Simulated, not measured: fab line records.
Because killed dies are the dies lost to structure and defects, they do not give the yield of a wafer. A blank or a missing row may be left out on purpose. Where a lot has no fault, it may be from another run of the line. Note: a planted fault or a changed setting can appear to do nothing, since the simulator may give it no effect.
fab line records | flow n5Finfet
[record] lots = 6 wafers = 18 lastDay = 17
route steps=1938 shown HKMG_FIN@440 BEOL_M4@1111 PASSIVATION@1936
lots that met no fault: from a run of the same line without faults
startH: hours from the record's opening day to when the first of the lot's shown wafers began | waitH: time in hours since the lot's previous step | " as in the row above | L1.1+2: a single row standing in for several wafers | - no value, or no start was given | * or withheld: withheld | < > ~ a bound
route shown NAME@n: names a module that has steps shown in the file, with the first one's number in the route | usual: mean/standard deviation of fault-free wafers | same: alike in all rows | chamber/n: place in a boat | sites: readings site by site | _std_site: the values' standard deviation | _edge_site: outer sites' mean less inner sites' | radiusMm: for every site, how far away it sits from the centre of the wafer | mask NAME#n: copy n | behind: the most recent tool/chamber to have shaped the wafer | hold: why the lot was held/for how many hours/how that ended | device: the transistor (n, p or np) that didn't switch | end of line: tests run on the same wafers once the route is complete | where a step has no rows: the recipe by itself | killed: count of dies lost to structure and defects at first sort (not the wafer's yield) | map: a wafer's dies, x killed, . not, _ none there
set.NAME: the run value of the setting; set.NAME@STEP: its run value at that earlier step | model.NAME: the simulator's own value behind a step, which no gauge read
certain route steps with their lots: each step a table, each wafer a row
services: the hour from which a tool's chamber was out of use, counted from the record's first day as startH (under 0 if before that day), plus the number of hours and why
[[steps]]
[step N5_HKMG_FIN_WET_ETCH_18]
[recipe] chemistry = SC1 target = TiN mix = 1:1:5 tempC = * timeS = 55 targetDepthNm = 5.2 dry = ipaMarangoni rinseTimeS = 30 rinseTempC = 23
[step N5_HKMG_FIN_STRIP_19]
[recipe] chemistry = N2/H2 powerW = 2500 tempC = 300 h2Frac = 0.65 timeS = 360 pressureMtorr = withheld n2FlowSccm = 1750 h2FlowSccm = 3250
[step N5_HKMG_FIN_ALD_91]
[recipe] material = TiN targetThkA = 10 tempC = 400 aldPrecursorFamily = TiCl4 aldCoReactant = NH3 pulseTimeS = 1 purgeTimeS = 3 coReactantPurgeTimeS = 2 coReactantPulseTimeS = 2 aldCycles = 47 pressureTorr = 3
[usual] heaterPowerW = 884/98 precursorPulseHeightRel = 1.002/0.02 susceptorTempC = 400.02/0.21
// columns lot.wafer tool chamber startH waitH heaterPowerW precursorPulseHeightRel sinceWetCleanH susceptorTempC
L880.3 aldMetal-04 2 79.48 0.1 789 1.004 2819 400.09
L880.4 " 1 " " 964 1.043 2819 399.93
L880.6 " 3 " " 848 0.988 - 399.94
L884.1 aldMetal-03 2 100.23 0.3 1039 0.989 5917 399.66
L884.2 " 3 " " 752 0.992 5917 400.08
L884.3 " 0 " " 889 1.002 5917 399.89
L895.3 aldMetal-04 2 177.56 0.1 789 0.970 2917 400.03
L895.4 " 0 " " 955 0.996 2917 399.77
L895.5 " 0 " " 987 0.986 - 399.89
L898.1 aldMetal-03 0 184.73 0.3 867 0.987 6002 399.86
L898.2 " 3 " " 734 1.011 6002 400.33
L898.5 " 2 " " 1060 0.993 - 399.78
L901.1 aldMetal-03 1 201.39 0.3 805 1.027 6018 399.94
L901.3 " 2 " " 1063 1.015 6018 399.76
L901.4 " 0 " " 891 0.982 6018 400.21
L902.4 aldMetal-04 2 209.84 0.1 796 1.040 2950 399.74
L902.5 " 0 " " 982 0.997 - 400.06
L902.6 " 3 " " 847 0.983 - 399.96
[step N5_HKMG_FIN_COAT_85]
[recipe] resist = SOC tempC = 250 timeS = 60 spinRpm = 1500 resistThkNm = 300
[step N5_HKMG_FIN_ETCH_86]
[recipe] chemistry = N2/H2 target = SOC targetDepthA = 3932 stopOn = TiN ionEnergyEv = 100 biasW = 61 pressureMtorr = 30 sourceW = 850 n2FlowSccm = 200 h2FlowSccm = 200
[step N5_HKMG_FIN_STRIP_89]
[recipe] chemistry = N2/H2 material = SOC timeS = 20 powerW = 500 tempC = 40 pressureMtorr = 50 rfFrequencyHz = 6e+07 biasPowerW = 8 h2Frac = 0.5 n2FlowSccm = 300 h2FlowSccm = 300
[usual] drypumpMotorCurrentA = 5.7/0.48 oesProductAu = 0.76/0.076 powerW = 500.2/1.8 rfVppV = 54.1/0.87 showerheadPlenumPTorr = 3.31/0.047 throttleValvePct = 19.01/0.29
// columns lot.wafer tool chamber startH waitH drypumpMotorCurrentA oesProductAu powerW rfHoursCounterH rfVppV showerheadPlenumPTorr throttleValvePct
L880.3 rieDiel-01 0 80.09 0.0 6.5 0.93 501.3 9 54.3 3.31 18.38
L880.4 " 1 " " 5.7 0.70 498.5 209 53.4 3.33 19.19
L880.6 " 0 " " 6.5 0.94 501.9 - 54.2 3.31 18.38
L884.1 rieDiel-02 1 100.63 0.0 6.1 0.74 500.9 135 53.4 3.38 18.82
L884.2 " 2 " " 5.9 0.76 500.1 144 52.4 3.37 19.38
L884.3 " 3 " " 6.1 0.79 502.9 91 55.0 3.39 18.76
L895.3 rieDiel-02 2 177.96 0.0 6.0 0.73 502.5 172 54.2 3.35 19.41
L895.4 " 3 " " 6.1 0.77 499.6 117 53.5 3.38 18.81
L895.5 " 3 " " 6.1 0.76 500.9 - 55.4 3.38 18.80
L898.1 rieDiel-02 2 185.14 0.0 6.0 0.72 503.6 175 55.1 3.35 19.41
L898.2 " 3 " " 6.1 0.77 498.3 120 54.0 3.38 18.82
L898.5 " 3 " " 6.0 0.77 499.8 - 54.8 3.38 18.81
L901.1 rieDiel-01 1 201.79 0.0 5.7 0.68 504.4 243 52.9 3.31 19.26
L901.3 " 0 " " 6.5 0.85 503.0 56 54.6 3.29 18.46
L901.4 " 2 " " 5.7 0.95 501.1 15 56.4 3.30 18.73
L902.4 rieDiel-05 1 210.36 0.0 6.0 0.96 503.1 2 53.3 3.29 18.45
L902.5 " 1 " " 6.0 0.97 500.2 - 52.0 3.29 18.44
L902.6 " 0 " " 5.1 0.67 499.7 - 54.4 3.32 18.97
[step N5_HKMG_FIN_WET_ETCH_87]
[recipe] chemistry = SC1 target = TiN mix = 1:2:40 tempC = 50 timeS = 154.2 targetDepthNm = 4.7 dry = ipaMarangoni rinseTimeS = 30 rinseTempC = 23
[step N5_HKMG_FIN_STRIP_88]
[recipe] chemistry = N2/H2 powerW = 2500 tempC = 300 h2Frac = 0.65 timeS = 360 pressureMtorr = withheld n2FlowSccm = 1750 h2FlowSccm = 3250
[usual] drypumpMotorCurrentA = 5.6/0.39 heaterPowerW = 462/50
// columns lot.wafer tool chamber startH waitH drypumpMotorCurrentA heaterPowerW rfHoursCounterH
L880.3 plasmaAsher-01 1 80.40 0.1 5.6 552 -
L880.4 " 0 " " 6.3 443 -
L880.6 " 0 " " 6.3 433 -
L884.1 plasmaAsher-02 1 100.82 0.0 5.2 409 40
L884.2 " 0 " " 5.4 480 40
L884.3 " 1 " " 5.2 403 -
L895.3 plasmaAsher-01 1 178.27 0.1 5.6 565 -
L895.4 " 0 " " 6.3 436 -
L895.5 " 1 " " 5.6 555 -
L898.1 plasmaAsher-02 1 185.33 0.0 5.3 406 57
L898.2 " 0 " " 5.4 480 57
L898.5 " 1 " " 5.3 393 -
L901.1 plasmaAsher-01 0 202.04 0.0 6.3 451 106
L901.3 " 1 " " 5.6 529 -
L901.4 " 0 " " 6.3 452 -
L902.4 plasmaAsher-01 1 210.67 0.1 5.6 547 -
L902.5 " 0 " " 6.3 452 -
L902.6 " 1 " " 5.6 537 -
[step N5_HKMG_FIN_NWFM_ALD_20]
[recipe] material = TiAlC targetThkA = 20 tempC = 300 aldPrecursorFamily = TiCl4 aldCoReactant = TEA pulseTimeS = 3 purgeTimeS = 2 coReactantPurgeTimeS = 2 coReactantPulseTimeS = 10 aldCycles = 7 pressureTorr = 3
[usual] heaterPowerW = 508/53 precursorPulseHeightRel = 1.002/0.019 susceptorTempC = 299.96/0.2
// columns lot.wafer tool chamber startH waitH heaterPowerW precursorPulseHeightRel sinceWetCleanH susceptorTempC
L880.3 aldMetal-04 1 80.66 0.1 538 1.008 2820 299.92
L880.4 " 2 " " 446 0.973 2820 300.11
L880.6 " 3 " " 477 1.024 - 300.09
L884.1 aldMetal-01 3 101.20 0.3 447 1.012 4379 300.19
L884.2 " 1 " " 555 0.986 4379 299.75
L884.3 " 0 " " 533 0.994 4379 299.87
L895.3 aldMetal-01 3 178.53 0.1 451 1.002 4457 299.84
L895.4 " 1 " " 569 1.012 4457 300.02
L895.5 " 1 " " 582 1.029 - 300.10
L898.1 aldMetal-04 1 185.71 0.3 538 1.019 2925 300.00
L898.2 " 2 " " 448 0.998 2925 300.09
L898.5 " 0 " " 545 1.041 - 299.80
L901.1 aldMetal-04 3 202.42 0.3 472 0.985 2942 299.74
L901.3 " 1 " " 524 1.030 2942 300.06
L901.4 " 2 " " 444 0.999 2942 300.40
L902.4 aldMetal-03 2 210.93 0.1 598 0.998 6028 300.18
L902.5 " 1 " " 436 1.007 - 299.89
L902.6 " 0 " " 496 0.999 - 299.90
[step N5_HKMG_FIN_ALD_71]
[recipe] material = TiN targetThkA = 10 tempC = 400 aldPrecursorFamily = TiCl4 aldCoReactant = NH3 pulseTimeS = 1 purgeTimeS = 3 coReactantPurgeTimeS = 2 coReactantPulseTimeS = 2 aldCycles = 47 pressureTorr = 3
[step N5_HKMG_FIN_COAT_66]
[recipe] resist = SOC tempC = 250 timeS = 60 spinRpm = 1500 resistThkNm = 300
[step N5_HKMG_FIN_ETCH_67]
[recipe] chemistry = N2/H2 target = SOC targetDepthA = 3889 stopOn = TiN ionEnergyEv = 100 biasW = 61 pressureMtorr = 30 sourceW = 850 n2FlowSccm = 200 h2FlowSccm = 200
[usual] drypumpMotorCurrentA = 5.7/0.49 oesProductAu = 0.74/0.068 rfVppV = 240.3/0.97 showerheadPlenumPTorr = 2.51/0.038 throttleValvePct = 17.87/0.25
// columns lot.wafer tool chamber startH waitH drypumpMotorCurrentA oesProductAu rfHoursCounterH rfVppV showerheadPlenumPTorr throttleValvePct
L880.3 rieDiel-01 3 81.10 - 4.8 0.76 157 241.5 2.54 18.01
L880.4 " 2 " " 5.7 0.69 228 240.4 2.51 18.15
L880.6 " 2 " " 5.7 0.69 - 241.0 2.51 18.15
L884.1 rieDiel-05 2 101.64 - 5.1 0.73 144 238.5 2.45 17.89
L884.2 " 0 " " 5.1 0.69 209 240.4 2.52 17.78
L884.3 " 1 " " 6.0 0.71 226 241.2 2.50 17.77
L895.3 rieDiel-05 0 179.18 - 5.1 0.67 232 239.6 2.51 17.82
L895.4 " 3 " " 5.8 0.70 - 241.0 2.51 18.19
L895.5 " 0 " " 5.1 0.67 - 240.3 2.51 17.81
L898.1 rieDiel-05 0 186.32 - 5.1 0.68 235 240.1 2.51 17.85
L898.2 " 3 " " 5.7 0.70 217 241.4 2.51 18.17
L898.5 " 2 " " 5.1 0.71 - 238.3 2.43 17.95
L901.1 rieDiel-02 1 202.87 - 6.1 0.71 171 239.4 2.55 17.70
L901.3 " 2 " " 6.0 0.72 180 239.9 2.53 18.26
L901.4 " 0 " " 5.6 0.76 120 239.6 2.45 17.77
L902.4 rieDiel-02 1 211.37 - 6.1 0.70 174 240.8 2.54 17.70
L902.5 " 0 " " 5.7 0.76 - 238.5 2.45 17.78
L902.6 " 1 " " 6.1 0.70 - 240.7 2.54 17.71
[step N5_HKMG_FIN_STRIP_90]
[recipe] chemistry = N2/H2 material = SOC timeS = 20 powerW = 500 tempC = 40 pressureMtorr = 50 rfFrequencyHz = 6e+07 biasPowerW = 8 h2Frac = 0.5 n2FlowSccm = 300 h2FlowSccm = 300
[usual] drypumpMotorCurrentA = 5.7/0.48 oesProductAu = 0.75/0.07 powerW = 500.0/1.5 rfVppV = 54.1/0.83 showerheadPlenumPTorr = 3.31/0.049 throttleValvePct = 19.01/0.29
// columns lot.wafer tool chamber startH waitH drypumpMotorCurrentA oesProductAu powerW rfHoursCounterH rfVppV showerheadPlenumPTorr throttleValvePct
L880.3 rieDiel-01 3 81.16 0.0 4.8 0.76 500.7 157 54.2 3.35 19.41
L880.4 " 2 " " 5.7 0.69 500.1 228 53.3 3.32 19.11
L880.6 " 2 " " 5.7 0.69 498.6 - 53.8 3.32 19.11
L884.1 rieDiel-05 2 101.70 0.0 5.2 0.75 499.3 144 54.0 3.24 19.06
L884.2 " 0 " " 5.1 0.69 501.3 209 53.2 3.33 18.93
L884.3 " 1 " " 6.0 0.72 499.7 227 53.2 3.30 18.83
L895.3 rieDiel-05 0 179.24 0.0 5.1 0.75 584.0 232 52.9 3.32 18.96
L895.4 " 3 " " 5.8 0.76 585.3 - 54.5 3.32 19.28
L895.5 " 0 " " 5.1 0.75 584.5 - 55.0 3.32 18.94
L898.1 rieDiel-05 0 186.38 0.0 5.1 0.76 585.7 235 52.8 3.32 18.98
L898.2 " 3 " " 5.8 0.77 582.7 218 54.2 3.31 19.29
L898.5 " 2 " " 5.2 0.80 584.0 - 54.8 3.22 19.11
L901.1 rieDiel-02 1 202.93 0.0 6.1 0.71 499.3 171 54.1 3.36 18.86
L901.3 " 2 " " 6.0 0.72 498.7 180 56.0 3.35 19.43
L901.4 " 0 " " 5.6 0.79 500.8 121 53.4 3.24 18.86
L902.4 rieDiel-02 1 211.43 0.0 6.1 0.72 502.9 174 54.5 3.36 18.86
L902.5 " 0 " " 5.6 0.77 500.5 - 54.0 3.24 18.86
L902.6 " 1 " " 6.1 0.71 502.0 - 53.8 3.36 18.87
[step N5_HKMG_FIN_WET_ETCH_73]
[recipe] chemistry = SC1 mix = 1:2:40 tempC = 50 timeS = 42.3 targetDepthNm = 1.3 dry = ipaMarangoni rinseTimeS = 30 rinseTempC = 23
[step N5_BEOL_M4_RC_MEAS_101]
[usual] DIBL_N = 36.5/1.4 DIBL_P = 36.5/1.6 IOFF_N = 0.163/0.022 IOFF_P = 0.219/0.029 ION_N = 675/8.3 ION_P = 464/6.2 SS_N = 71.5/0.52 SS_P = 73.4/0.57 VT_N = 249.7/2.6 VT_P = -250/3
// columns lot.wafer tool chamber startH waitH DIBL_N[mV/V] DIBL_P[mV/V] IOFF_N[nA/um] IOFF_P[nA/um] ION_N[uA/um] ION_P[uA/um] SS_N[mV/dec] SS_P[mV/dec] VT_N[mV] VT_P[mV]
L880.3 prober-02 0 165.29 0.7 36.7 35.8 0.147 0.195 672 460 71.0 72.1 252.0 -250
L880.4 " 0 " " 37.4 37.4 0.170 0.224 679 465 71.5 73.7 248.7 -248
L880.6 " 0 " " 36.9 36.6 0.160 0.207 668 462 71.7 73.0 249.6 -252
L884.1 prober-02 0 211.17 0.0 38.2 38.6 0.206 0.228 694 472 72.3 73.5 246.4 -249
L884.2 " 0 " " 37.8 38.0 0.199 0.217 683 460 72.3 73.4 246.4 -251
L884.3 " 0 " " 36.4 36.6 0.180 0.203 690 464 72.2 72.8 246.1 -251
L895.3 prober-01 0 279.56 0.3 38.1 36.5 0.173 0.205 678 456 72.3 73.7 248.6 -253
L895.4 " 0 " " 38.9 37.0 0.189 0.216 688 461 71.8 74.8 247.1 -255
L895.5 " 0 " " 38.3 36.9 0.174 0.210 679 460 71.2 74.4 248.3 -252
L898.1 prober-01 0 282.69 0.0 39.3 40.7 0.207 0.254 679 466 72.0 75.2 246.7 -249
L898.2 " 0 " " 39.1 41.1 0.204 0.262 684 470 71.9 73.8 247.3 -249
L898.5 " 0 " " 38.5 40.1 0.188 0.236 686 469 71.7 74.2 246.6 -251
L901.1 prober-01 0 298.21 0.0 36.8 37.1 0.175 0.198 666 450 71.4 73.8 251.3 -254
L901.3 " 0 " " 35.0 35.4 0.141 0.176 665 456 70.8 73.8 251.7 -255
L901.4 " 0 " " 34.0 34.5 0.126 0.160 660 454 71.0 73.5 253.9 -253
L902.4 prober-02 0 310.83 0.5 34.2 35.8 0.136 0.198 681 470 71.7 73.1 250.4 -252
L902.5 " 0 " " 34.4 36.2 0.140 0.202 674 467 71.6 72.8 251.3 -250
L902.6 " 0 " " 33.5 35.1 0.131 0.191 666 466 70.4 72.6 252.4 -252
[step N5_PASSIVATION_PROBE_49]
[usual] defectLimitedYield = 91.2/1.6 killed_at_M0_to_M3 = 33/11 killed_at_M4_up = 15/6.2 killedAtContacts = 15/7.1 killedAtFrontEnd = 38/12 killedAtOther = 4/3.5 killedDies = 104/19 killedOpen = 69/14 killedShort = 34/8.5 sort_bin_5_function = 5.2/0.99 sort_bin_6_memory = 3.3/0.77 sortNPass = 1076/19 sortYieldPct = 91.2/1.6
[same] grossDies = 1180 killedAtBackSide = 0 sort_bin_4_leakage[%] = 0 sort_bin_8_speed[%] = 0
// columns lot.wafer tool chamber startH waitH defectLimitedYield[%] killed_at_M0_to_M3 killed_at_M4_up killedAtContacts killedAtFrontEnd killedAtOther killedDies killedOpen killedShort sort_bin_5_function[%] sort_bin_6_memory[%] sortNPass sortYieldPct[%]
L901.1 prober-02 - 413.12 0.0 91.4 35 11 33 21 2 102 73 29 5.4 3.1 1078 91.4
L901.3 prober-02 - 413.22 0.1 88.3 65 28 17 23 5 138 86 49 7.0 4.1 1042 88.3
L901.4 prober-02 - 413.27 0.2 89.0 38 19 20 47 6 130 78 51 5.8 4.7 1050 89.0
L902.4 prober-02 - 416.95 0.2 89.7 49 19 13 40 0 121 85 35 5.6 4.3 1059 89.7
L902.5 prober-02 - 417.00 0.2 89.6 38 33 17 31 4 123 85 38 6.3 4.0 1057 89.6
L902.6 prober-02 - 417.05 0.3 90.2 35 29 14 35 3 116 76 39 6.3 3.2 1064 90.2
// killed by level:class
L901.1 MOL_CONTACT_COAG:geometricParticle:open=27 BEOL_M3:geometricParticle:open=10 BEOL_M0_SAQP:geometricParticle:short=8 MOL_CONTACT_COAG:geometricParticle:short=6 BEOL_M0_SAQP:geometricParticle:open=6 BEOL_M2:geometricParticle:open=6 FIN_SAQP:geometricParticle:open=5 DUMMY_GATE:geometricParticle:open=4
L901.3 BEOL_M0_SAQP:geometricParticle:open=17 MOL_CONTACT_COAG:geometricParticle:open=16 BEOL_M2:geometricParticle:open=14 BEOL_M0_SAQP:geometricParticle:short=13 BEOL_M4:geometricParticle:short=11 BEOL_M4:geometricParticle:open=8 BEOL_M3:geometricParticle:open=7 FIN_SAQP:geometricParticle:short=5
L901.4 MOL_CONTACT_COAG:geometricParticle:open=16 FIN_SAQP:geometricParticle:short=12 BEOL_M0_SAQP:geometricParticle:open=7 BEOL_M1:geometricParticle:open=7 FIN_SAQP:geometricParticle:open=6 BEOL_M3:geometricParticle:open=6 STI_FIN_REVEAL:geometricParticle:open=5 BEOL_M2:geometricParticle:open=5
L902.4 FIN_SAQP:geometricParticle:open=19 BEOL_M0_SAQP:geometricParticle:short=15 BEOL_M0_SAQP:geometricParticle:open=11 BEOL_M2:geometricParticle:open=11 BEOL_M4:geometricParticle:open=10 MOL_CONTACT_COAG:geometricParticle:open=8 BEOL_M1:geometricParticle:open=6 FIN_SAQP:geometricParticle:short=5
L902.5 BEOL_M4:geometricParticle:open=20 MOL_CONTACT_COAG:geometricParticle:open=12 BEOL_M2:geometricParticle:open=12 BEOL_M0_SAQP:geometricParticle:short=11 STI_FIN_REVEAL:geometricParticle:open=10 BEOL_M0_SAQP:geometricParticle:open=6 DUMMY_GATE:geometricParticle:open=5 MOL_CONTACT_COAG:geometricParticle:short=5
L902.6 BEOL_M4:geometricParticle:open=18 STI_FIN_REVEAL:geometricParticle:open=12 BEOL_M0_SAQP:geometricParticle:open=12 MOL_CONTACT_COAG:geometricParticle:open=8 BEOL_M0_SAQP:geometricParticle:short=8 BEOL_M1:geometricParticle:open=8 MOL_CONTACT_COAG:geometricParticle:short=6 BEOL_M4:geometricParticle:short=5
[[services]]
// columns tool chamber startH hours kind
rieDiel-02 - 55.82 15.6 pm
rieDiel-05 0 62.35 5.0 repair
aldMetal-01 - 64.52 2.8 pm
plasmaAsher-02 - 77.58 0.3 repair
aldMetal-03 1 87.34 3.2 repair
rieDiel-01 1 88.68 15.3 repair
plasmaAsher-02 - 89.32 2.0 repair
plasmaAsher-02 - 92.62 0.3 repair
aldMetal-04 - 107.79 28.1 pm
rieDiel-01 1 126.77 8.7 repair
plasmaAsher-01 - 130.10 3.4 repair
rieDiel-05 0 141.50 9.7 repair
aldMetal-04 1 147.14 3.4 repair
aldMetal-03 1 150.45 11.6 repair
aldMetal-04 0 151.62 19.0 repair
rieDiel-05 1 163.92 15.8 repair
plasmaAsher-02 - 164.43 2.8 pm
plasmaAsher-01 - 167.18 2.8 pm
rieDiel-05 1 184.07 - clean
rieDiel-05 1 184.07 - consumableReplace:focusRing
rieDiel-05 1 184.07 21.9 scheduledDown
rieDiel-05 1 184.07 21.9 ventCycle
aldMetal-04 - 199.22 1.0 repair
rieDiel-01 0 205.00 10.7 repair
[[key]]
[firstSign] step = N5_HKMG_FIN_STRIP_90 reading = powerW direction = up sigmas = 55 usual = * struck = *
effect none on later readings
metAt N5_HKMG_FIN_STRIP_90
struckWafers L895.3,L895.4,L895.5,L898.1,L898.2,L898.5
onsetBetween 101.70 179.24
[fault] kind = processParameterDrift tool = rieDiel-05 chamber = - onsetH = 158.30 steps = N5_HKMG_FIN_STRIP_90 channel = powerW offset = * shape = step endH = 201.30 actsIn = * stated = *
